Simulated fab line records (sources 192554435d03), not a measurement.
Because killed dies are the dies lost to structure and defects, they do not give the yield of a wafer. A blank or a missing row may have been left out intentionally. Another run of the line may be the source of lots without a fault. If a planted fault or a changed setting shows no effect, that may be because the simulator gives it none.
Problem report, 8D (eight disciplines) form, completed by code / flow n5 finfet / the parts of the form that need people (team, actions taken, sign-off) are left out

## 1. WHAT WENT WRONG
run length s at N5_BEOL_M14_ILD_DEP_00 reads a mean of 268.4 s on 2 wafers of 2 lots; wafers without a fault read 280.6 s with a standard deviation of 0.58. That is -21 standard deviations from the usual mean.
The step: deposits SiO2 from TEOS/O2, target thk 1119.3 nm, time 237.4 s.
First observed at day 18 12:14: wafer L435.3, on pecvd-02. Wafers with a number at this step in the record: 29, from 10 lots. Rule for "out" (also "out of limits"): further than 4 standard deviations from the usual mean. The rest of the wafers with a number are treated as sound.

## 2. WHAT THIS IS AND IS NOT
question=which readings at this step | is=run length s | is not=heater power w, showerhead plenum p Torr, throttle valve pct
question=which lots | is=L435, L441 | is not=L426, L428, L429, L434, L444, L445, L446, L447
question=which wafers of those lots | is=L435.3, L441.5 | is not=L435.2, L435.4, L441.4
question=read on which tools | is=pecvd-02 | is not=pecvd-03, pecvd-04
question=when | is=from day 18 12:14 | is not=up to then (14 sound wafers); but 13 sound wafers of L441, L444, L445, L446, L447 came after

## 3. WHAT RULES OUT EACH SUSPECT
Counting: a tool at a process step up to the reading stays a suspect if it ran every lot that is out. Sound lots after the first of them don't rule it out here, since some wafers of a struck lot are sound.
- pvd sputter-02 at N5_BEOL_M13_SPUTTER_45 (material Cu, target thk 80 nm, time 13.33 s): kept. Ran every lot that is out, first one L435 (day 18 11:11); last sound lot up to then L428 (day 15 18:02).
- pecvd-02 at N5_BEOL_M14_ILD_DEP_00 (deposits SiO2 from TEOS/O2, target thk 1119.3 nm, time 237.4 s): kept. Ran every lot that is out, first one L435 (day 18 12:14); last sound lot up to then L434 (day 18 00:07). Its own run length s readings are out on those wafers.
The count leaves pecvd-02 at N5_BEOL_M14_ILD_DEP_00 and pvd sputter-02 at N5_BEOL_M13_SPUTTER_45.

## 4. THE CAUSE (what the simulator had put in)
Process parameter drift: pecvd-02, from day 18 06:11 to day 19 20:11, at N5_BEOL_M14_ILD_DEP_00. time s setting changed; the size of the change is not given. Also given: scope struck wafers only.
After counting, 2 suspects remain, this tool included.

## 5. THE EFFECT CHAIN, in route order
Each row: a reading where the mean over the struck wafers with a number is more than 3 standard deviations away from the usual. Only readings whose record carries a usual standard deviation are examined. hours: median over the lots of the time between each lot's start at the first step of this table that gives one and its start at this step. sigmas: the change, counted in usual standard deviations.
hours=0; step=N5_BEOL_M14_ILD_DEP_00; reading=run length s; usual=280.6 s; on struck wafers=268.4; change=-12.2; sigmas=-21
Process steps it contains:
- N5_BEOL_M14_ILD_DEP_00: deposits SiO2 from TEOS/O2, target thk 1119.3 nm, time 237.4 s.
Later steps that measure or inspect, where all struck wafers having a row at the step show a number for every such reading and not one has moved that far: N5_BEOL_M14_THK_MEAS_01.

## 6. HOW IT WOULD HAVE BEEN CAUGHT EARLIER
6 hours passed between the start of the fault at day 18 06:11 and the first reading out of limits in this record, taken at day 18 12:14.
